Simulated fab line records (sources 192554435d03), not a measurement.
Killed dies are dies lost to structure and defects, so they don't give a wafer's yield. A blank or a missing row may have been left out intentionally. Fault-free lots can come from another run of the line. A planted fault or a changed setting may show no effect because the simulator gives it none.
fab line records	flow n5Finfet
[record] lots = 7	wafers = 21
route steps=1938 shown ZERO_LAYER@9 WELL_APT@21 FIN_SAQP@109 FIN_CUT@155 DUMMY_GATE@215 SD_EPI_N@264
startH: hours from the record's first day to the start of the lot's first wafer shown	waitH: hours elapsed since this lot's preceding step	" same as the row above	L1.1+2: several wafers, shown together as one row	- no value, or no start was given	* or withheld: withheld	< > ~ a bound
route shown NAME@n: a module of which the file shows steps, and the number in the route of the first	usual: mean/standard deviation of fault-free wafers	same: alike in all rows	chamber/n: place in a boat	sites: readings site by site	_std_site: standard deviation of those values	_edge_site: inner sites' mean taken away from outer sites' mean	radiusMm: for every site, how far away it sits from the centre of the wafer	mask NAME#n: copy n	behind: the most recent tool/chamber to have shaped the wafer	hold: cause of the lot's hold/its duration in hours/its outcome	device: the transistor (n, p or np) that didn't switch	end of line: at the end of the route, the tests of the same wafers	a step with no rows: only its recipe	killed: not the wafer's yield, but the dies lost to structure and defects at the first sort	map: dies across one wafer; x = killed, . = not, _ = none there
set.NAME: the setting the step ran with; set.NAME@STEP: the setting that earlier step ran with	model.NAME: the simulator's own value behind a step, which no gauge read
lots run with intentionally changed settings; tables by step, rows by wafer
[[steps]]
[step N5_ZERO_LAYER_EXPOSE_08]
[recipe] maskId = ZERO	na = 0.55	sourceShape = conventional	sigmaOuter = 0.8	polarization = unpolarized	defocusNm = 0	targetCdNm = 2000	doseMj = 16.2
lot.wafer	tool	chamber	startH	waitH	mask	set.doseMj
L077.4+5+6	krfScanner-02	0	30.49	-	ZERO#0	16.2
L084.1	krfScanner-02	0	72.61	-	ZERO#0	15
L084.5+6	"	0	"	"	ZERO#0	16.2
L085.1+6	krfScanner-01	0	78.59	-	ZERO#0	16.57
L085.3	"	0	"	"	ZERO#0	16.2
L087.1	krfScanner-02	0	90.59	-	ZERO#0	16.2
L087.3+5	"	0	"	"	ZERO#0	15.02
L090.1+2	krfScanner-02	0	108.59	-	ZERO#0	15.73
L090.3	"	0	"	"	ZERO#0	16.2
L091.1+2+4	krfScanner-02	0	114.46	-	ZERO#0	16.2
L093.2+3+4	krfScanner-02	0	126.60	-	ZERO#0	17.18
[step N5_ZERO_LAYER_DEVELOP_10]
[recipe] developTimeS = 60	rinseLiquid = diw	dry = airSpin	devTempC = 21
lot.wafer	tool	chamber	startH	waitH	set.developTimeS
L077.4+5+6	lithoTrack-02	0	-	-	60
L084.1+5+6	lithoTrack-05	0	-	-	67.6
L085.1	lithoTrack-01	0	-	-	60
L085.3+6	"	0	"	"	72.18
L087.1+5	lithoTrack-05	0	-	-	55.75
L087.3	"	0	"	"	60
L090.1	lithoTrack-01	0	-	-	60
L090.2+3	"	0	"	"	67.27
L091.1+2	lithoTrack-05	0	-	-	71.58
L091.4	"	0	"	"	60
L093.2+3+4	lithoTrack-02	0	-	-	60
[step N5_ZERO_LAYER_HARDBAKE_23]
[recipe] tempC = 130	timeS = 120
[step N5_ZERO_LAYER_CD_MEAS_11]
[recipe] targetCdNm = 2000	landingEnergyEv = 500	detector = seInlens
[usual] cdNm = 2001.0/2.8
lot.wafer	tool	chamber	startH	waitH	set.doseMj@ZERO_LAYER_EXPOSE_08	cdNm
L077.4	cdSem-02	0	30.65	-	16.2	2005.2
L077.5	"	0	"	"	16.2	2004.8
L077.6	"	0	"	"	16.2	2005.4
L084.1	cdSem-02	0	72.78	-	15	1985.7
L084.5	"	0	"	"	16.2	1998.8
L084.6	"	0	"	"	16.2	2001.8
L085.1	cdSem-03	0	78.77	-	16.57	2002.7
L085.3	"	0	"	"	16.2	2003.0
L085.6	"	0	"	"	16.57	2008.9
L087.1	cdSem-02	0	90.77	-	16.2	1996.9
L087.3	"	0	"	"	15.02	1983.0
L087.5	"	0	"	"	15.02	1980.4
L090.1	cdSem-02	0	108.77	-	15.73	1995.2
L090.2	"	0	"	"	15.73	1996.6
L090.3	"	0	"	"	16.2	2004.3
L091.1	cdSem-02	0	114.64	-	16.2	2008.4
L091.2	"	0	"	"	16.2	2001.6
L091.4	"	0	"	"	16.2	2002.7
L093.2	cdSem-03	0	126.77	-	17.18	2014.6
L093.3	"	0	"	"	17.18	2011.9
L093.4	"	0	"	"	17.18	2014.8
[step N5_ZERO_LAYER_DESCUM_16]
[recipe] chemistry = O2	timeS = 7.9	sourcePowerW = 50	biasPowerW = 20	pressureMtorr = 20	rfFrequencyHz = 2.712e+07	tempC = 40	o2FlowSccm = 225
lot.wafer	tool	chamber	startH	waitH	set.doseMj@ZERO_LAYER_EXPOSE_08	model.ZERO_LAYER.cdNm
L077.4+6	rieDiel-06	3	31.37	0.7	16.2	2006
L077.5	"	2	"	"	16.2	2005
L084.1	rieDiel-01	2	72.82	0.0	15	1986
L084.5	"	0	"	"	16.2	1999
L084.6	"	3	"	"	16.2	2002
L085.1	rieDiel-01	0	78.80	0.0	16.57	2003
L085.3	"	1	"	"	16.2	2003
L085.6	"	3	"	"	16.57	2009
L087.1	rieDiel-06	1	90.80	0.0	16.2	1997
L087.3	"	0	"	"	15.02	1983
L087.5	"	1	"	"	15.02	1981
L090.1	rieDiel-03	1	108.80	0.0	15.73	1995
L090.2	"	3	"	"	15.73	1997
L090.3	"	0	"	"	16.2	2004
L091.1	rieDiel-01	3	114.68	0.0	16.2	2008
L091.2	"	2	"	"	16.2	2002
L091.4	"	1	"	"	16.2	2003
L093.2+4	rieDiel-06	0,2	126.80	0.0	17.18	2015
L093.3	"	3	"	"	17.18	2012
[step N5_ZERO_LAYER_ETCH_17]
[recipe] chemistry = CF4	target = SiO2	targetDepthA = 120	timeS = 13.3	ionEnergyEv = 350	pressureMtorr = 40	sourceW = 450	biasW = 215	Ar_flow_sccm = 100	cf4FlowSccm = 100
[step N5_ZERO_LAYER_ETCH_18]
[recipe] chemistry = HBr/Cl2	target = Si	targetDepthA = 1200	timeS = 40	pressureMtorr = 10	icpW = 800	biasW = 75	HBr_flow_sccm = 150	Cl2_flow_sccm = 80
lot.wafer	tool	chamber	startH	waitH	set.doseMj@ZERO_LAYER_EXPOSE_08	model.ZERO_LAYER.cdNm
L077.4+6	rieSi-03	1,2	31.48	0.0	16.2	2006
L077.5	"	1	"	"	16.2	2005
L084.1	rieSi-03	1	72.93	0.0	15	1986
L084.5	"	1	"	"	16.2	1999
L084.6	"	0	"	"	16.2	2002
L085.1	rieSi-05	1	78.91	0.0	16.57	2003
L085.3	"	3	"	"	16.2	2003
L085.6	"	0	"	"	16.57	2009
L087.1	rieSi-03	2	90.91	0.0	16.2	1997
L087.3	"	0	"	"	15.02	1983
L087.5	"	3	"	"	15.02	1981
L090.1	rieSi-03	2	108.91	0.0	15.73	1995
L090.2	"	3	"	"	15.73	1997
L090.3	"	1	"	"	16.2	2005
L091.1	rieSi-02	3	114.79	0.0	16.2	2008
L091.2	"	1	"	"	16.2	2002
L091.4	"	0	"	"	16.2	2003
L093.2	rieSi-02	3	126.91	0.0	17.18	2015
L093.3	"	2	"	"	17.18	2012
L093.4	"	1	"	"	17.18	2014
[step N5_WELL_APT_COAT_02]
[recipe] spinRpm = 1357	resistThkNm = 950
lot.wafer	tool	chamber	startH	waitH	set.spinRpm	model.coat_of_WELL_APT_COAT_02.thkNm
L077.4+5	lithoTrack-01	0	-	-	1357	950.7
L077.6	"	0	"	"	1357	953.7
L084.1	lithoTrack-04	0	-	-	1241	994.1
L084.5	"	0	"	"	1241	994.7
L084.6	"	0	"	"	1357	951.6
L085.1	lithoTrack-01	0	-	-	1465	916.1
L085.3	"	0	"	"	1357	951.7
L085.6	"	0	"	"	1465	916
L087.1	lithoTrack-04	0	-	-	1357	952.1
L087.3	"	0	"	"	1357	954.4
L087.5	"	0	"	"	1357	954.3
L090.1	lithoTrack-03	0	-	-	1357	952.5
L090.2	"	0	"	"	1357	954.3
L090.3	"	0	"	"	1357	952.9
L091.1	lithoTrack-03	0	-	-	1357	952.4
L091.2	"	0	"	"	1285	980.7
L091.4	"	0	"	"	1357	955.7
L093.2	lithoTrack-03	0	-	-	1279	978.8
L093.3	"	0	"	"	1279	983.7
L093.4	"	0	"	"	1357	947.5
[step N5_FIN_SAQP_PEB_14]
[recipe] pebTempC = withheld	pebTimeS = 60	resist = CAR-ArF
lot.wafer	tool	chamber	startH	waitH	set.pebTimeS
L077.4+5+6	lithoTrack-01	0	39.74	0.0	60
L084.1+6	lithoTrack-05	0	81.23	0.1	52.13
L084.5	"	0	"	"	60
L085.1	lithoTrack-01	0	90.61	0.1	60
L085.3+6	"	0	"	"	65.6
L087.1+3+5	lithoTrack-05	0	102.21	0.1	60
L090.1+2+3	lithoTrack-01	0	117.46	0.1	60
L091.1	lithoTrack-01	0	123.62	0.1	68.47
L091.2+4	"	0	"	"	60
L093.2+3+4	lithoTrack-04	0	136.28	0.0	60
[step N5_FIN_SAQP_DEVELOP_15]
[recipe] developTimeS = 30	developer = TMAH	resist = CAR-ArF	devTempC = 23	rinseLiquid = diw	dry = airSpin
[step N5_FIN_SAQP_CD_MEAS_16]
[recipe] targetCdNm = 35.6	landingEnergyEv = 500	detector = seInlens
[usual] cdNm = 35.6/0.42
lot.wafer	tool	chamber	startH	waitH	set.pebTimeS@FIN_SAQP_PEB_14	cdNm
L077.4	cdSem-02	0	39.81	-	60	36.0
L077.5	"	0	"	"	60	36.1
L077.6	"	0	"	"	60	36.1
L084.1	cdSem-01	0	81.30	-	52.13	37.7
L084.5	"	0	"	"	60	35.8
L084.6	"	0	"	"	52.13	37.2
L085.1	cdSem-02	0	90.68	-	60	35.7
L085.3	"	0	"	"	65.6	34.1
L085.6	"	0	"	"	65.6	34.4
L087.1	cdSem-02	0	102.28	-	60	36.0
L087.3	"	0	"	"	60	35.2
L087.5	"	0	"	"	60	34.4
L090.1	cdSem-02	0	117.53	-	60	35.9
L090.2	"	0	"	"	60	36.0
L090.3	"	0	"	"	60	35.6
L091.1	cdSem-02	0	123.69	-	68.47	33.9
L091.2	"	0	"	"	60	35.6
L091.4	"	0	"	"	60	35.8
L093.2	cdSem-01	0	136.35	-	60	35.5
L093.3	"	0	"	"	60	35.5
L093.4	"	0	"	"	60	35.3
[step N5_FIN_SAQP_DESCUM_21]
[recipe] chemistry = O2	timeS = 7.9	sourcePowerW = 50	biasPowerW = 20	pressureMtorr = 20	rfFrequencyHz = 2.712e+07	tempC = 40	resist = CAR-ArF	o2FlowSccm = 225
lot.wafer	tool	chamber	startH	waitH	set.timeS	model.CAR-ArF_of_FIN_SAQP_COAT_10.thkNm
L077.4	rieDiel-05	1	39.90	0.0	7.9	83.35
L077.5	"	3	"	"	7.9	83.18
L077.6	"	2	"	"	7.9	83.41
L084.1	rieDiel-02	1	81.40	0.0	7.9	83.44
L084.5	"	2	"	"	7.9	83.63
L084.6	"	1	"	"	7.9	83.76
L085.1	rieDiel-05	2	90.95	0.2	7.9	83.81
L085.3	"	3	"	"	7.9	83.66
L085.6	"	1	"	"	7.9	83.54
L087.1	rieDiel-05	2	102.38	0.0	6.675	84.46
L087.3	"	0	"	"	7.9	83.23
L087.5	"	0	"	"	6.675	84.28
L090.1	rieDiel-04	3	117.63	0.0	7.9	83.61
L090.2	"	1	"	"	9.424	82.77
L090.3	"	2	"	"	9.424	82.76
L091.1	rieDiel-04	0	124.02	0.3	7.9	83.81
L091.2	"	1	"	"	6.18	84.55
L091.4	"	2	"	"	7.9	83.59
L093.2	rieDiel-02	3	136.45	0.0	7.9	83.5
L093.3	"	2	"	"	7.9	83.52
L093.4	"	2	"	"	7.9	83.64
[step N5_FIN_SAQP_ETCH_51]
[recipe] chemistry = CF4	target = SiARC	targetDepthA = 455	maskMaterial = CAR-ArF	timeS = 75.8	ionEnergyEv = 80	pressureMtorr = 40	sourceW = 545	biasW = 36	Ar_flow_sccm = 100	cf4FlowSccm = 100	ends = cleared
lot.wafer	tool	chamber	startH	waitH	set.timeS@FIN_SAQP_DESCUM_21	model.CAR-ArF_of_FIN_SAQP_COAT_10.thkNm
L077.4	rieDiel-05	1	39.94	0.0	7.9	50.64
L077.5	"	3	"	"	7.9	50.62
L077.6	"	2	"	"	7.9	50.7
L084.1	rieDiel-02	1	81.43	0.0	7.9	50.74
L084.5	"	2	"	"	7.9	50.99
L084.6	"	1	"	"	7.9	51.14
L085.1	rieDiel-05	2	90.98	0.0	7.9	51.22
L085.3	"	3	"	"	7.9	51.09
L085.6	"	1	"	"	7.9	50.94
L087.1	rieDiel-05	2	102.41	0.0	6.675	52.15
L087.3	"	0	"	"	7.9	50.77
L087.5	"	0	"	"	6.675	51.81
L090.1	rieDiel-04	3	117.66	0.0	7.9	51.11
L090.2+3	"	1,2	"	"	9.424	50.2
L091.1	rieDiel-04	0	124.05	0.0	7.9	51.19
L091.2	"	1	"	"	6.18	51.95
L091.4	"	2	"	"	7.9	50.95
L093.2	rieDiel-02	3	136.48	0.0	7.9	50.89
L093.3	"	2	"	"	7.9	50.93
L093.4	"	2	"	"	7.9	50.99
[step N5_FIN_CUT_COAT_19]
[recipe] resist = SiARC	tempC = 220	timeS = 60	spinRpm = 1500	resistThkNm = 20
lot.wafer	tool	chamber	startH	waitH	set.spinRpm	model.SiARC_of_FIN_CUT_COAT_19.thkNm
L077.4+5	lithoTrack-03	0	-	-	1500	20
L077.6	"	0	"	"	1500	20.2
L084.1	lithoTrack-02	0	-	-	1436	20.4
L084.5+6	"	0	"	"	1500	20
L085.1+3	lithoTrack-04	0	-	-	1500	20
L085.6	"	0	"	"	1621	19.4
L087.1	lithoTrack-02	0	-	-	1429	20.4
L087.3	"	0	"	"	1500	20
L087.5	"	0	"	"	1500	19.8
L090.1+3	lithoTrack-03	0	-	-	1500	20
L090.2	"	0	"	"	1358	21
L091.1+4	lithoTrack-03	0	-	-	1500	20
L091.2	"	0	"	"	1567	19.6
L093.2+4	lithoTrack-04	0	-	-	1626	19.2
L093.3	"	0	"	"	1500	20
[step N5_FIN_CUT_COAT_29]
[recipe] resist = underlayer	tempC = 205	timeS = 60	spinRpm = 1500	resistThkNm = 10
[step N5_FIN_CUT_COAT_02]
[recipe] resist = CAR-EUV	spinRpm = 1500	resistThkNm = 30
[step N5_FIN_CUT_DESCUM_13]
[recipe] chemistry = O2	timeS = 7	sourcePowerW = 50	biasPowerW = 20	pressureMtorr = 20	rfFrequencyHz = 2.712e+07	tempC = 40	resist = CAR-EUV	o2FlowSccm = 225
[step N5_FIN_CUT_ETCH_30]
[recipe] chemistry = N2/H2	target = underlayer	targetDepthA = 130	maskMaterial = CAR-EUV	timeS = 10.4	ionEnergyEv = 200	pressureMtorr = 30	sourceW = 840	biasW = 150	n2FlowSccm = 200	h2FlowSccm = 200	ends = cleared
[step N5_FIN_CUT_ETCH_20]
[recipe] chemistry = CF4	target = SiARC	targetDepthA = 260	maskMaterial = CAR-EUV	timeS = 43.3	ionEnergyEv = 80	pressureMtorr = 40	sourceW = 545	biasW = 36	Ar_flow_sccm = 100	cf4FlowSccm = 100	ends = cleared
lot.wafer	tool	chamber	startH	waitH	set.spinRpm@FIN_CUT_COAT_19	model.etch.depthNm
L077.4	rieDiel-01	1	46.92	0.0	1500	20.02
L077.5	"	1	"	"	1500	20.08
L077.6	"	2	"	"	1500	20.1
L084.1	rieDiel-01	0	88.47	0.0	1436	20.44
L084.5	"	1	"	"	1500	20.02
L084.6	"	0	"	"	1500	19.98
L085.1	rieDiel-03	1	102.20	0.0	1500	20.05
L085.3	"	0	"	"	1500	20
L085.6	"	0	"	"	1621	19.3
L087.1	rieDiel-01	0	107.05	0.0	1429	20.47
L087.3	"	1	"	"	1500	19.98
L087.5	"	2	"	"	1500	19.9
L090.1	rieDiel-01	0	122.40	0.0	1500	20.07
L090.2	"	1	"	"	1358	21.07
L090.3	"	3	"	"	1500	20.01
L091.1	rieDiel-01	1	128.72	0.0	1500	20.1
L091.2	"	3	"	"	1567	19.61
L091.4	"	3	"	"	1500	20.05
L093.2	rieDiel-06	1	141.88	0.0	1626	19.25
L093.3	"	0	"	"	1500	20.08
L093.4	"	3	"	"	1626	19.23
[step N5_DUMMY_GATE_CVD_03]
[recipe] material = a-Si	targetThkA = 1500	tempC = 530	precursor = SiH4	timeS = 8042
lot.wafer	tool	chamber	startH	waitH	set.tempC	model.a-Si_of_DUMMY_GATE_CVD_03.thkNm
L077.4	lpcvd-01	0/79	58.42	0.1	530	151
L077.5	"	0/84	"	"	530	151.4
L077.6	"	0/89	"	"	530	150
L084.1+5	-	-	-	0.1	515.3	100.8
L084.6	"	-	"	"	515.3	101
L085.1	-	-	-	0.1	544.7	224
L085.3	"	-	"	"	544.7	225.2
L085.6	"	-	"	"	544.7	223.6
L087.1	-	-	-	0.5	521.2	119
L087.3	"	-	"	"	521.2	117.6
L087.5	"	-	"	"	521.2	116.4
L090.1	-	-	-	0.1	521.1	115.4
L090.2	"	-	"	"	521.1	114.8
L090.3	"	-	"	"	521.1	115.6
L091.1	-	-	-	0.1	530	150.4
L091.2	"	-	"	"	530	151.2
L091.4	"	-	"	"	530	151.4
L093.2	-	-	-	0.1	546.4	235.6
L093.3	"	-	"	"	546.4	234
L093.4	"	-	"	"	546.4	234.4
[step N5_DUMMY_GATE_PRECLEAN_46]
[recipe] chemistry = DIW	timeS = 89.5	tempC = 23
[step N5_DUMMY_GATE_SRD_47]
[recipe] dryTimeS = 32	dry = n2Spin	spinRpm = 1500
[step N5_DUMMY_GATE_CMP_04]
[recipe] material = a-Si	postCmpClean = alkalineBrush
[usual] timeToEndpointS = 13.9/2.6
lot.wafer	tool	chamber	startH	waitH	set.tempC@DUMMY_GATE_CVD_03	timeToEndpointS
L077.4	cmp-02	0	62.26	0.1	530	16.5
L077.6	"	1	"	"	530	15.9
L077.5	"	2	"	"	530	14.3
L084.1	cmp-02	3	103.65	0.1	515.3	6.6
L084.6	"	2	"	"	515.3	3.3
L084.5	"	3	"	"	515.3	5.0
L085.3	cmp-01	2	116.01	0.0	544.7	24.2
L085.1	"	3	"	"	544.7	27.9
L085.6	"	3	"	"	544.7	27.3
L087.3	cmp-02	2	121.15	0.0	521.2	7.3
L087.1	"	3	"	"	521.2	7.5
L087.5	"	3	"	"	521.2	7.9
L090.2	cmp-02	3	136.20	0.1	521.1	8.7
L090.3	"	0	"	"	521.1	13.6
L090.1	"	1	"	"	521.1	11.0
L091.4	cmp-01	2	142.36	0.0	530	11.7
L091.2	"	3	"	"	530	16.6
L091.1	"	1	"	"	530	9.6
L093.3	cmp-03	0	156.09	0.0	546.4	28.4
L093.2	"	1	"	"	546.4	28.8
L093.4	"	2	"	"	546.4	27.9
[step N5_SD_EPI_N_COAT_03]
[recipe] resist = CAR-ArF-block	spinRpm = 1500	resistThkNm = 150
lot.wafer	tool	chamber	startH	waitH	set.spinRpm	model.CAR-ArF-block_of_SD_EPI_N_COAT_03.thkNm
L077.4+6	lithoTrack-04	0	-	-	1500	150.8
L077.5	"	0	"	"	1500	150.4
L084.1+5	lithoTrack-03	0	-	-	1500	150.4
L084.6	"	0	"	"	1621	144.4
L085.1	lithoTrack-04	0	-	-	1636	143.6
L085.3+6	"	0	"	"	1500	150
L087.1	lithoTrack-03	0	-	-	1500	149.8
L087.3+5	"	0	"	"	1599	145.4
L090.1+3	lithoTrack-04	0	-	-	1500	150.4
L090.2	"	0	"	"	1500	151
L091.1	lithoTrack-03	0	-	-	1373	156.6
L091.2	"	0	"	"	1373	156.2
L091.4	"	0	"	"	1500	149.8
L093.2	lithoTrack-04	0	-	-	1500	151
L093.3	"	0	"	"	1500	151.2
L093.4	"	0	"	"	1399	156.2
[step N5_SD_EPI_N_EBR_05]
[recipe] solvent = PGMEA	ebrWidthMm = 1.5
[step N5_SD_EPI_N_SOFTBAKE_04]
[recipe] tempC = 110	timeS = 60	resist = CAR-ArF-block
[step N5_SD_EPI_N_EXPOSE_06]
[recipe] maskId = SD_N_BLK	na = 1.35	sourceShape = conventional	sigmaOuter = 0.8	polarization = unpolarized	targetCdNm = 120	doseMj = 39.75
[step N5_SD_EPI_N_PEB_07]
[recipe] pebTempC = 110	pebTimeS = 60	resist = CAR-ArF-block
[step N5_SD_EPI_N_DEVELOP_08]
[recipe] developTimeS = 30	developer = TMAH	resist = CAR-ArF-block	devTempC = 23	rinseLiquid = diw	dry = airSpin
lot.wafer	tool	chamber	startH	waitH	set.spinRpm@SD_EPI_N_COAT_03	model.CAR-ArF-block_of_SD_EPI_N_COAT_03.thkNm
L077.4	lithoTrack-04	0	-	-	1500	149
L077.5	"	0	"	"	1500	148.6
L077.6	"	0	"	"	1500	149.2
L084.1+5	lithoTrack-03	0	-	-	1500	148.8
L084.6	"	0	"	"	1621	142.6
L085.1	lithoTrack-03	0	-	-	1636	141.8
L085.3	"	0	"	"	1500	148.4
L085.6	"	0	"	"	1500	148.2
L087.1	lithoTrack-01	0	-	-	1500	148.2
L087.3+5	"	0	"	"	1599	143.6
L090.1	lithoTrack-03	0	-	-	1500	148.8
L090.2	"	0	"	"	1500	149.2
L090.3	"	0	"	"	1500	148.6
L091.1	lithoTrack-03	0	-	-	1373	155
L091.2	"	0	"	"	1373	154.4
L091.4	"	0	"	"	1500	148
L093.2+3	lithoTrack-01	0	-	-	1500	149.4
L093.4	"	0	"	"	1399	154.4
[step N5_SD_EPI_N_DESCUM_14]
[recipe] chemistry = O2	timeS = 7.9	sourcePowerW = 50	biasPowerW = 20	pressureMtorr = 20	rfFrequencyHz = 2.712e+07	tempC = 40	resist = CAR-ArF-block	o2FlowSccm = 225
lot.wafer	tool	chamber	startH	waitH	set.timeS	set.spinRpm@SD_EPI_N_COAT_03	model.CAR-ArF-block_of_SD_EPI_N_COAT_03.thkNm
L077.4	rieDiel-05	0	70.71	0.2	7.9	1500	144
L077.5	"	1	"	"	7.9	1500	143.8
L077.6	"	0	"	"	7.9	1500	144.2
L084.1	rieDiel-02	1	111.13	0.0	7.9	1500	144
L084.5	"	3	"	"	6.338	1500	145
L084.6	"	2	"	"	7.9	1621	137.8
L085.1	rieDiel-04	0	123.17	0.4	8.609	1636	136.6
L085.3	"	2	"	"	8.609	1500	143.2
L085.6	"	0	"	"	7.9	1500	143.4
L087.1	rieDiel-05	1	131.16	0.2	7.9	1500	143.4
L087.3	"	3	"	"	7.9	1599	138.6
L087.5	"	3	"	"	6.67	1599	139.4
L090.1	rieDiel-02	2	143.35	0.0	7.9	1500	144
L090.2	"	3	"	"	7.9	1500	144.4
L090.3	"	0	"	"	7.9	1500	143.6
L091.1	rieDiel-05	1	149.28	0.1	7.9	1373	150.2
L091.2	"	2	"	"	7.9	1373	149.8
L091.4	"	2	"	"	7.9	1500	143.4
L093.2	rieDiel-02	1	163.26	0.1	6.427	1500	145.6
L093.3	"	0	"	"	6.427	1500	145.4
L093.4	"	3	"	"	7.9	1399	149.6
[[key]]
[split] step = N5_ZERO_LAYER_EXPOSE_08	setting = doseMj	stated = 16.2	by = wafer
[response] step = N5_ZERO_LAYER_CD_MEAS_11	reading = cdNm	change = +2.06	per = 1%	r = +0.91
[response] step = N5_ZERO_LAYER_DESCUM_16	reading = model.ZERO_LAYER.cdNm	change = +2.06	per = 1%	r = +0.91
[response] step = N5_ZERO_LAYER_ETCH_18	reading = model.ZERO_LAYER.cdNm	change = +2.04	per = 1%	r = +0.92
[split] step = N5_ZERO_LAYER_DEVELOP_10	setting = developTimeS	stated = 60	by = wafer
response none clear
[split] step = N5_WELL_APT_COAT_02	setting = spinRpm	stated = 1357	by = wafer
[response] step = N5_WELL_APT_COAT_02	reading = model.coat_of_WELL_APT_COAT_02.thkNm	change = -4.99	per = 1%	r = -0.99
[split] step = N5_FIN_SAQP_PEB_14	setting = pebTimeS	stated = 60	by = wafer
[response] step = N5_FIN_SAQP_CD_MEAS_16	reading = cdNm	change = -0.133	per = 1%	r = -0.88
[split] step = N5_FIN_SAQP_DESCUM_21	setting = timeS	stated = 7.9	by = wafer
[response] step = N5_FIN_SAQP_DESCUM_21	reading = model.CAR-ArF_of_FIN_SAQP_COAT_10.thkNm	change = -0.0484	per = 1%	r = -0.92
[response] step = N5_FIN_SAQP_ETCH_51	reading = model.CAR-ArF_of_FIN_SAQP_COAT_10.thkNm	change = -0.051	per = 1%	r = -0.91
[split] step = N5_FIN_CUT_COAT_19	setting = spinRpm	stated = 1500	by = wafer
[response] step = N5_FIN_CUT_COAT_19	reading = model.SiARC_of_FIN_CUT_COAT_19.thkNm	change = -0.0941	per = 1%	r = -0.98
[response] step = N5_FIN_CUT_ETCH_20	reading = model.etch.depthNm	change = -0.101	per = 1%	r = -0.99
[split] step = N5_DUMMY_GATE_CVD_03	setting = tempC	stated = 530	by = lot
[response] step = N5_DUMMY_GATE_CVD_03	reading = model.a-Si_of_DUMMY_GATE_CVD_03.thkNm	change = +23.5	per = 1%	r = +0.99
[response] step = N5_DUMMY_GATE_CMP_04	reading = timeToEndpointS	change = *	per = 1%	r = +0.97
[split] step = N5_SD_EPI_N_COAT_03	setting = spinRpm	stated = 1500	by = wafer
[response] step = N5_SD_EPI_N_COAT_03	reading = model.CAR-ArF-block_of_SD_EPI_N_COAT_03.thkNm	change = -0.733	per = 1%	r = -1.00
[response] step = N5_SD_EPI_N_DEVELOP_08	reading = model.CAR-ArF-block_of_SD_EPI_N_COAT_03.thkNm	change = -0.746	per = 1%	r = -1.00
[response] step = N5_SD_EPI_N_DESCUM_14	reading = model.CAR-ArF-block_of_SD_EPI_N_COAT_03.thkNm	change = -0.738	per = 1%	r = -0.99
[split] step = N5_SD_EPI_N_DESCUM_14	setting = timeS	stated = 7.9	by = wafer
response none clear
